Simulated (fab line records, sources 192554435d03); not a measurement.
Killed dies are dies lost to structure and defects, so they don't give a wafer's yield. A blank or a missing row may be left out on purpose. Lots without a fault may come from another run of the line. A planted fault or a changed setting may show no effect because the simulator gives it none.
fab line records | flow n5_finfet
record lots=7 wafers=39
route steps=1938 shown DUMMY_GATE@243 SDB@373 DUMMY_REMOVAL@377 HKMG_FIN@397
start_h: hours from the record's first day to the start of the lot's first wafer shown | wait_h: hours since the lot's step before | " the same as in the row above | L1.1+2: a row that stands for several wafers | - no value, or no start given | * or withheld: withheld | < > ~ a bound
route shown NAME@n: a module of which the file shows steps, and the number in the route of the first | usual: mean/standard deviation of fault-free wafers | same: alike in all rows | chamber/n: place in a boat | sites: the reading at each site | _std_site: their standard deviation | _edge_site: outer sites' mean less inner sites' | radius_mm: how far each site lies from the wafer's centre | mask NAME#n: copy n | behind: the tool/chamber that last shaped the wafer | hold: why the lot was held/for how many hours/how that ended | device: the transistor (n, p or np) that didn't switch | end of line: the same wafers' tests at the end of the route | a step without rows: its recipe alone | killed: dies lost to structure and defects at the first sort, not the wafer's yield | map: a wafer's dies, x killed, . not, _ none there
set.NAME: the setting as run; set.NAME@STEP: as run at that earlier step | model.NAME: the simulator's own value behind a step, which no gauge read
lots whose settings were changed on purpose; a table a step, a row a wafer
## steps
# step N5_DUMMY_GATE_ETCH_31
# recipe chemistry=C4F6/O2 target=SiO2 mask_material=SOC target_depth_a=825 time_s=27.5 ion_energy_ev=250 pressure_mtorr=30 source_w=345 bias_w=185 Ar_flow_sccm=300 C4F6_flow_sccm=10 O2_flow_sccm=10
# columns lot.wafer tool chamber start_h wait_h set.target_depth_a model.etch.depth_nm model.SOC_of_DUMMY_GATE_COAT_34.thk_nm
L076.1 rie_diel-05 3 61.21 0.0 825 82.36 52
L076.2 " 1 " " 1128 113.4 48.6
L076.3 " 2 " " 825 81.92 51.8
L076.4 " 0 " " 825 80.52 51.8
L076.5 " 1 " " 1128 114.4 48.6
L076.6 " 2 " " 1128 112.6 48.6
L080.1 rie_diel-05 0 83.07 0.0 825 79.79 52
L080.2 " 1 " " 825 81.73 52
L080.3 " 3 " " 825 80.82 52.2
L085.1 rie_diel-05 0 113.33 0.0 566.9 54.96 54.4
L085.2 " 2 " " 566.9 56.86 54.4
L085.3 " 1 " " 825 82.89 51.8
L085.4 " 1 " " 825 83.31 51.4
L085.5 " 0 " " 566.9 55.04 54.4
L085.6 " 2 " " 825 81.42 51.8
L088.1 rie_diel-02 1 131.87 0.0 825 82.22 51.8
L088.2 " 3 " " 825 83.13 52
L088.3 " 0 " " 825 81.22 52
L088.4 " 2 " " 825 84.34 51.6
L088.5 " 3 " " 825 83.07 51.8
L088.6 " 2 " " 825 83.9 51.8
L091.1 rie_diel-02 1 168.21 0.1 698.3 69.15 53.2
L091.2 " 0 " " 825 81.61 52
L091.3 " 3 " " 825 83.78 51.8
L091.4 " 2 " " 825 83.26 51.8
L091.5 " 3 " " 698.3 69.92 53.2
L091.6 " 0 " " 698.3 69.21 53.2
L093.1 rie_diel-02 3 171.52 0.4 825 82.74 51.6
L093.2 " 2 " " 483.6 48.99 55.2
L093.3 " 1 " " 825 80.67 51.8
L093.4 " 0 " " 483.6 47.67 55
L093.5 " 2 " " 483.6 48.54 55
L093.6 " 3 " " 825 82.02 51.6
L094.1 rie_diel-02 2 212.92 0.2 960.5 97.51 50
L094.2 " 3 " " 825 83.39 51.4
L094.3 " 0 " " 960.5 97.92 50
L094.4 " 1 " " 825 81.39 51.8
L094.5 " 3 " " 960.5 97.06 50.2
L094.6 " 0 " " 825 84.03 51.4
# step N5_DUMMY_GATE_STRIP_41
# recipe chemistry=O2 power_w=400 temp_c=40 pressure_mtorr=30 rf_frequency_hz=6e+07 bias_power_w=0 overash_fraction=0.3 o2_flow_sccm=225
# step N5_DUMMY_GATE_HM_OPEN_21
# recipe chemistry=CH3F/O2 target=SiNx target_depth_a=1200 Ar_flow_sccm=150 CH3F_flow_sccm=30 O2_flow_sccm=23 time_s=171.4 pressure_mtorr=30 source_w=395 bias_w=73 ion_energy_ev=120.7
# step N5_DUMMY_GATE_ETCH_32
# recipe chemistry=CF4 target=SiO2 target_depth_a=35 time_s=3.9 ion_energy_ev=350 pressure_mtorr=10 icp_w=800 bias_w=400 cf4_flow_sccm=80
# step N5_DUMMY_GATE_ETCH_23
# recipe chemistry=HBr/Cl2/O2 HBr_flow_sccm=150 Cl2_flow_sccm=80 O2_flow_sccm=12 bias_w=102 target_depth_a=410 time_s=22.3 target=poly-Si mask_material=SiO2 pressure_mtorr=10 icp_w=800
# step N5_DUMMY_GATE_ETCH_44
# recipe chemistry=HBr/O2 over_etch_frac=0.7 target_depth_a=1275 stop_on=SiO2 ion_energy_ev=60 bias_w=20 target=poly-Si mask_material=SiO2 pressure_mtorr=20 icp_w=400 HBr_flow_sccm=120 O2_flow_sccm=10
# usual oes_product_au=0.728/0.013
# columns lot.wafer tool chamber start_h wait_h set.target_depth_a@DUMMY_GATE_ETCH_31 oes_product_au
L076.1 rie_si-05 0 61.55 0.0 825 0.738
L076.2 " 3 " " 1128 0.725
L076.3 " 2 " " 825 0.698
L076.4 " 1 " " 825 0.714
L076.5 " 3 " " 1128 0.722
L076.6 " 0 " " 1128 0.731
L080.1 rie_si-06 0 83.42 0.0 825 0.745
L080.2 " 3 " " 825 0.728
L080.3 " 1 " " 825 0.737
L085.1 rie_si-05 3 113.66 0.0 566.9 0.376
L085.2 " 0 " " 566.9 0.387
L085.3 " 1 " " 825 0.732
L085.4 " 2 " " 825 0.704
L085.5 " 1 " " 566.9 0.375
L085.6 " 0 " " 825 0.732
L088.1 rie_si-03 0 132.21 0.0 825 0.717
L088.2 " 2 " " 825 0.725
L088.3 " 1 " " 825 0.727
L088.4 " 3 " " 825 0.728
L088.5 " 3 " " 825 0.733
L088.6 " 0 " " 825 0.732
L091.1 rie_si-03 2 168.54 0.0 698.3 0.738
L091.2 " 0 " " 825 0.730
L091.3 " 1 " " 825 0.724
L091.4 " 3 " " 825 0.733
L091.5 " 1 " " 698.3 0.732
L091.6 " 0 " " 698.3 0.737
L093.1 rie_si-05 3 171.87 0.0 825 0.723
L093.2 " 1 " " 483.6 0.374
L093.3 " 2 " " 825 0.693
L093.4 " 1 " " 483.6 0.372
L093.5 " 3 " " 483.6 0.378
L093.6 " 2 " " 825 0.708
L094.1 rie_si-05 1 213.25 0.0 960.5 0.726
L094.2 " 0 " " 825 0.717
L094.3 " 3 " " 960.5 0.720
L094.4 " 2 " " 825 0.707
L094.5 " 0 " " 960.5 0.720
L094.6 " 1 " " 825 0.727
# step N5_SDB_ALD_29
# recipe material=SiNx target_thk_a=300 temp_c=400 ald_precursor_family=SiH2I2 ald_co_reactant=N2/H2-plasma pulse_time_s=1 ald_cycles=600 purge_time_s=2 co_reactant_purge_time_s=2 pressure_torr=2
# columns lot.wafer tool chamber start_h wait_h set.ald_cycles model.SiNx_of_SDB_ALD_29.thk_nm
L076.1+2 ald_sin-01 2,3 81.38 0.1 600 29.8
L076.3+4+5+6 " 0,1,1,2 " " 600 30
L080.1 ald_sin-02 3 102.61 0.0 600 29.8
L080.2+3 " 2,0 " " 600 30
L085.1 ald_sin-02 2 133.26 0.0 600 29.8
L085.2+3 " 0,1 " " 600 30
L085.4+5 " 3,2 " " 480 24
L085.6 " 3 134.61 1.4 480 24.2
L088.1 ald_sin-02 3 151.98 0.0 600 30
L088.2+6 " 0,2 " " 600 30.2
L088.3 " 1 " " 285 14.4
L088.4+5 " 2,3 " " 285 14.2
L091.1+5 ald_sin-01 1,0 190.26 2.5 600 30.2
L091.2+3 " 3,0 " " 441 22.2
L091.4 " 3 191.61 3.8 600 30
L091.6 " 1 " " 441 22.4
L093.1+4 ald_sin-04 2,0 191.72 0.7 600 30
L093.2 " 1 " " 600 29.8
L093.3 " 3 " " 768 38.4
L093.5+6 " 1,2 193.07 2.0 768 38.2
L094.1+5+6 ald_sin-01 1,0,3 235.01 0.2 329 16.4
L094.2+4 " 2,0 " " 600 29.8
L094.3 " 3 " " 600 30
# step N5_SDB_CMP_30
# recipe stop_on=poly-Si t_overpolish_s=1.54 post_cmp_clean=alkaline_brush down_force_psi=4.1491 platen_rpm=51.796 pad_velocity_m_s=1.0306 target_thk_nm=30
# step N5_DUMMY_REMOVAL_HM_STRIP_01
# recipe chemistry=CH3F/O2 material=SiNx target_depth_a=40 stop_on=poly-Si time_s=6.8 over_etch_frac=0.3 ion_energy_ev=60 power_w=410 bias_w=29 Ar_flow_sccm=150 CH3F_flow_sccm=30 O2_flow_sccm=20
# columns lot.wafer tool chamber start_h wait_h set.ald_cycles@SDB_ALD_29 model.SiNx_of_SDB_ALD_29.thk_nm
L076.1+2 rie_diel-03 1,0 84.83 0.4 600 29.2
L076.3+4+5+6 " 3,2,1,0 " " 600 29.4
L080.1 rie_diel-05 0 105.70 0.0 600 29.2
L080.2+3 " 1,2 " " 600 29.4
L085.1 rie_diel-05 3 136.35 0.0 600 29.2
L085.2+3 " 1,0 " " 600 29.4
L085.4+5 " 2,0 " " 480 23.4
L085.6 " 1 " " 480 23.6
L088.1 rie_diel-03 3 155.11 0.1 600 29.4
L088.2+6 " 2,3 " " 600 29.6
L088.3+4+5 " 0,1,2 " " 285 14
L091.1 rie_diel-02 1 193.35 0.0 600 29.6
L091.2+3 " 3,2 " " 441 21.8
L091.4+5 " 1,2 " " 600 29.4
L091.6 " 3 " " 441 22
L093.1+2+4 rie_diel-03 0,3,2 194.80 0.0 600 29.2
L093.3+5+6 " 1,3,0 " " 768 29.2
L094.1+6 rie_diel-02 2,1 238.14 0.1 329 16
L094.2+4 " 0,3 " " 600 29.2
L094.3 " 1 " " 600 29.4
L094.5 " 2 " " 329 16.2
# step N5_HKMG_FIN_DEVELOP_48
# recipe develop_time_s=30 developer=TMAH resist=CAR-ArF rinse_liquid=diw dry=air_spin dev_temp_c=23
# columns lot.wafer tool chamber start_h wait_h set.develop_time_s
L076.1+2+4 litho_track-02 0 - - 20.22
L076.3+5+6 " 0 " " 30
L080.1+2+3 litho_track-04 0 - - 30
L085.1+4+5 litho_track-05 0 - - 14.66
L085.2+3+6 " 0 " " 30
L088.1+2+5 litho_track-02 0 - - 30
L088.3+4+6 " 0 " " 22.13
L091.1+2+6 litho_track-02 0 - - 43.44
L091.3+4+5 " 0 " " 30
L093.1+3+4 litho_track-02 0 - - 30
L093.2+5+6 " 0 " " 44.33
L094.1+2+4 litho_track-05 0 - - 35.67
L094.3+5+6 " 0 " " 30
# step N5_HKMG_FIN_CD_MEAS_49
# recipe target_cd_nm=202 landing_energy_ev=500 detector=se_inlens polarity=opening
# usual cd_nm=202.0/0.51
# columns lot.wafer tool chamber start_h wait_h set.develop_time_s@HKMG_FIN_DEVELOP_48 cd_nm
L076.1 cd_sem-02 0 86.53 - 20.22 200.5
L076.2 " 0 " " 20.22 200.7
L076.3 " 0 " " 30 202.0
L076.4 " 0 " " 20.22 201.0
L076.5 " 0 " " 30 202.2
L076.6 " 0 " " 30 202.5
L080.1 cd_sem-03 0 107.18 - 30 202.3
L080.2 " 0 " " 30 201.3
L080.3 " 0 " " 30 202.5
L085.1 cd_sem-01 0 137.85 - 14.66 199.0
L085.2 " 0 " " 30 201.9
L085.3 " 0 " " 30 202.0
L085.4 " 0 " " 14.66 198.3
L085.5 " 0 " " 14.66 198.5
L085.6 " 0 " " 30 201.6
L088.1 cd_sem-02 0 156.89 - 30 201.7
L088.2 " 0 " " 30 201.1
L088.3 " 0 " " 22.13 200.2
L088.4 " 0 " " 22.13 200.8
L088.5 " 0 " " 30 201.2
L088.6 " 0 " " 22.13 200.4
L091.1 cd_sem-03 0 194.89 - 43.44 203.6
L091.2 " 0 " " 43.44 203.6
L091.3 " 0 " " 30 202.3
L091.4 " 0 " " 30 202.1
L091.5 " 0 " " 30 202.4
L091.6 " 0 " " 43.44 203.9
L093.1 cd_sem-03 0 196.30 - 30 201.7
L093.2 " 0 " " 44.33 204.2
L093.3 " 0 " " 30 201.7
L093.4 " 0 " " 30 201.8
L093.5 " 0 " " 44.33 203.5
L093.6 " 0 " " 44.33 203.5
L094.1 cd_sem-03 0 240.47 - 35.67 202.5
L094.2 " 0 " " 35.67 202.7
L094.3 " 0 " " 30 201.7
L094.4 " 0 " " 35.67 202.0
L094.5 " 0 " " 30 202.2
L094.6 " 0 " " 30 201.7
# step N5_HKMG_FIN_DESCUM_53
# recipe chemistry=O2 time_s=7.9 source_power_w=50 bias_power_w=20 pressure_mtorr=20 rf_frequency_hz=2.712e+07 temp_c=40 resist=CAR-ArF o2_flow_sccm=225
# step N5_HKMG_FIN_ETCH_54
# recipe chemistry=CF4 target=SiARC target_depth_a=455 mask_material=CAR-ArF time_s=75.8 ion_energy_ev=80 pressure_mtorr=40 source_w=545 bias_w=36 Ar_flow_sccm=100 cf4_flow_sccm=100 ends=cleared
# columns lot.wafer tool chamber start_h wait_h set.develop_time_s@HKMG_FIN_DEVELOP_48 model.HKMG_FIN.cd_offset_nm
L076.1+2 rie_diel-04 3,1 86.65 0.0 20.22 -1.6
L076.3 " 0 " " 30 -0.4
L076.4 " 2 " " 20.22 -1.4
L076.5 " 2 " " 30 0.2
L076.6 " 1 " " 30 0.6
L080.1 rie_diel-04 2 107.30 0.0 30 0.4
L080.2 " 0 " " 30 -0.6
L080.3 " 3 " " 30 0
L085.1+5 rie_diel-01 1,3 137.97 0.0 14.66 -3.4
L085.2+3 " 2,3 " " 30 -0.4
L085.4 " 0 " " 14.66 -4
L085.6 " 2 " " 30 -0.6
L088.1 rie_diel-01 1 157.02 0.0 30 -0.4
L088.2+5 " 0,1 " " 30 -0.6
L088.3 " 2 " " 22.13 -2
L088.4+6 " 3,0 " " 22.13 -1.6
L091.1 rie_diel-04 3 195.01 0.0 43.44 1.6
L091.2+6 " 1,2 " " 43.44 2
L091.3 " 0 " " 30 0.6
L091.4 " 2 " " 30 0
L091.5 " 1 " " 30 0.8
L093.1+3 rie_diel-06 1,3 196.42 0.0 30 0
L093.2 " 2 " " 44.33 2.2
L093.4 " 0 " " 30 -0.2
L093.5 " 1 " " 44.33 1.8
L093.6 " 2 " " 44.33 1.6
L094.1 rie_diel-04 0 240.60 0.0 35.67 0.4
L094.2 " 3 " " 35.67 0.6
L094.3+6 " 1,2 " " 30 -0.4
L094.4 " 2 " " 35.67 -0.4
L094.5 " 1 " " 30 -0.2
# step N5_HKMG_FIN_ETCH_55
# recipe chemistry=N2/H2 target=SOC target_depth_a=2400 temp_c=40 time_s=300 ion_energy_ev=200 mask_material=SiARC pressure_mtorr=30 source_w=840 bias_w=150 n2_flow_sccm=200 h2_flow_sccm=200
# step N5_HKMG_FIN_STRIP_56
# recipe chemistry=N2/H2 temp_c=40 n2_flow_sccm=200 h2_flow_sccm=200 rf_frequency_hz=6e+07
# step N5_HKMG_FIN_STRIP_57
# recipe chemistry=CF4 resist=SiARC power_w=300 bias_power_w=75 pressure_mtorr=50 cf4_flow_sccm=150 rf_frequency_hz=6e+07
# step N5_HKMG_FIN_ETCH_58
# recipe chemistry=N2/H2 target=SOC target_depth_a=2158 ion_energy_ev=50 bias_w=13 time_s=741 pressure_mtorr=30 source_w=875 n2_flow_sccm=200 h2_flow_sccm=200
# columns lot.wafer tool chamber start_h wait_h set.develop_time_s@HKMG_FIN_DEVELOP_48 model.HKMG_FIN.cd_offset_nm
L076.1 rie_diel-04 3 86.92 0.0 20.22 -1.6
L076.2 " 1 " " 20.22 -1.4
L076.3 " 0 " " 30 0
L076.4 " 2 " " 20.22 -1.2
L076.5 " 2 " " 30 -0.2
L076.6 " 1 " " 30 0.2
L080.1+2 rie_diel-04 2,0 107.57 0.0 30 -0.4
L080.3 " 3 " " 30 -0.2
L085.1 rie_diel-01 1 138.24 0.0 14.66 -3.2
L085.2 " 2 " " 30 -0.2
L085.3+6 " 3,2 " " 30 0
L085.4 " 0 " " 14.66 -3.8
L085.5 " 3 " " 14.66 -3
L088.1 rie_diel-01 1 157.29 0.0 30 -0.2
L088.2+5 " 0,1 " " 30 -0.4
L088.3 " 2 " " 22.13 -1.6
L088.4 " 3 " " 22.13 -1.2
L088.6 " 0 " " 22.13 -2
L091.1+2 rie_diel-04 3,1 195.28 0.0 43.44 2
L091.3+5 " 0,1 " " 30 0.8
L091.4 " 2 " " 30 0
L091.6 " 2 " " 43.44 2.4
L093.1 rie_diel-06 1 196.69 0.0 30 0.4
L093.2 " 2 " " 44.33 3.2
L093.3 " 3 " " 30 0.2
L093.4 " 0 " " 30 0.6
L093.5 " 1 " " 44.33 2
L093.6 " 2 " " 44.33 2.6
L094.1 rie_diel-04 0 240.86 0.0 35.67 0.4
L094.2 " 3 " " 35.67 0.6
L094.3+5 " 1 " " 30 -0.6
L094.4 " 2 " " 35.67 -1
L094.6 " 2 " " 30 -0.8
## key
split step=N5_DUMMY_GATE_ETCH_31 setting=target_depth_a stated=825 by=wafer
response step=N5_DUMMY_GATE_ETCH_31 reading=model.etch.depth_nm change=+0.845 per=1% r=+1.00
response step=N5_DUMMY_GATE_ETCH_31 reading=model.SOC_of_DUMMY_GATE_COAT_34.thk_nm change=-0.086 per=1% r=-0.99
response step=N5_DUMMY_GATE_ETCH_44 reading=oes_product_au shape=bent at_lowest=0.375 at_stated=0.723 at_highest=0.726
split step=N5_SDB_ALD_29 setting=ald_cycles stated=600 by=wafer
response step=N5_SDB_ALD_29 reading=model.SiNx_of_SDB_ALD_29.thk_nm change=+0.299 per=1% r=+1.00
response step=N5_DUMMY_REMOVAL_HM_STRIP_01 reading=model.SiNx_of_SDB_ALD_29.thk_nm shape=bent at_lowest=14 at_stated=29.35 at_highest=29.2
split step=N5_HKMG_FIN_DEVELOP_48 setting=develop_time_s stated=30 by=wafer
response step=N5_HKMG_FIN_CD_MEAS_49 reading=cd_nm change=+0.0448 per=1% r=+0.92
response step=N5_HKMG_FIN_ETCH_54 reading=model.HKMG_FIN.cd_offset_nm change=+0.0456 per=1% r=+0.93
response step=N5_HKMG_FIN_ETCH_58 reading=model.HKMG_FIN.cd_offset_nm change=+0.0483 per=1% r=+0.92
